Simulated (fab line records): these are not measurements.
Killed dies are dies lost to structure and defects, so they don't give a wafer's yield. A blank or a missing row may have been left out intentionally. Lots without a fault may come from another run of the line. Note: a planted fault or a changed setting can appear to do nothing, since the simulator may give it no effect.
Matching of chambers ; flow nandHarc ; NHARC_A_BLC_DESCUM_15 on rieDiel-08 has 4 sister chambers
The step chemistry O2, time 3 s. 16 wafers are shown with their chamber, then 8 later ones without.

WAFERS WITH THEIR CHAMBER
wafer;chamber;showerheadPlenumPTorr (Torr);drypumpMotorCurrentA (A);rfVppV (V)
L684.2;3;1.77;6.0;56.9
L684.5;3;1.77;5.9;57.8
L684.6;2;1.90;6.5;57.6
L687.1;2;1.90;6.5;57.4
L687.4;1;2.03;4.9;58.8
L687.5;2;1.90;6.5;55.7
L686.1;0;2.01;5.7;58.5
L686.3;1;2.03;4.9;58.1
L686.4;3;1.77;6.0;56.6
L692.2;3;1.77;6.0;56.2
L692.6;3;1.77;6.0;56.8
L693.2;0;2.00;5.7;59.4
L693.6;3;1.77;6.0;57.7
L694.1;2;1.90;6.5;57.8
L694.2;0;2.00;5.7;57.0
L701.1;0;2.00;5.6;58.0

SIGNATURES, as means of the wafers listed above
reading;chamber 0;chamber 1;chamber 2;chamber 3;scatter within a chamber
showerheadPlenumPTorr;2.0025;2.0300;1.9000;1.7700;0.0025
drypumpMotorCurrentA;5.675;4.900;6.500;5.983;0.0363
rfVppV;58.225;58.450;57.125;57.000;0.818
Rule: a wafer's distance from a chamber is the root of the sum, over the readings, of the square of ((its reading less the chamber's mean) divided by the reading's scatter). If the next closest chamber is less than 2 further off than the closest, the wafer can't be placed; otherwise it belongs to the closest. How the scatter is found: for the shown wafers, subtract from each reading the mean of its chamber, square and add these, divide the total by (wafers less chambers), then take the root.

WAFERS WITH NO CHAMBER GIVEN
wafer;showerheadPlenumPTorr (Torr);drypumpMotorCurrentA (A);rfVppV (V)
L701.3;1.89;6.5;57.9
L701.6;2.00;5.7;56.7
L703.1;2.00;5.7;57.4
L703.4;1.77;6.0;56.8
L703.6;1.77;6.0;57.9
L707.2;2.02;4.9;58.5
L707.4;1.89;6.5;56.9
L707.5;1.89;6.4;57.7

WHICH CHAMBER EACH ONE RAN IN
wafer;from the rows above;in truth
L701.3;2;2
L701.6;0;0
L703.1;0;0
L703.4;3;3
L703.6;3;3
L707.2;1;1
L707.4;2;2
L707.5;2;2
Correct placement for 8 of the 8. Number that these rows cannot place: 0. Number placed wrongly: 0.
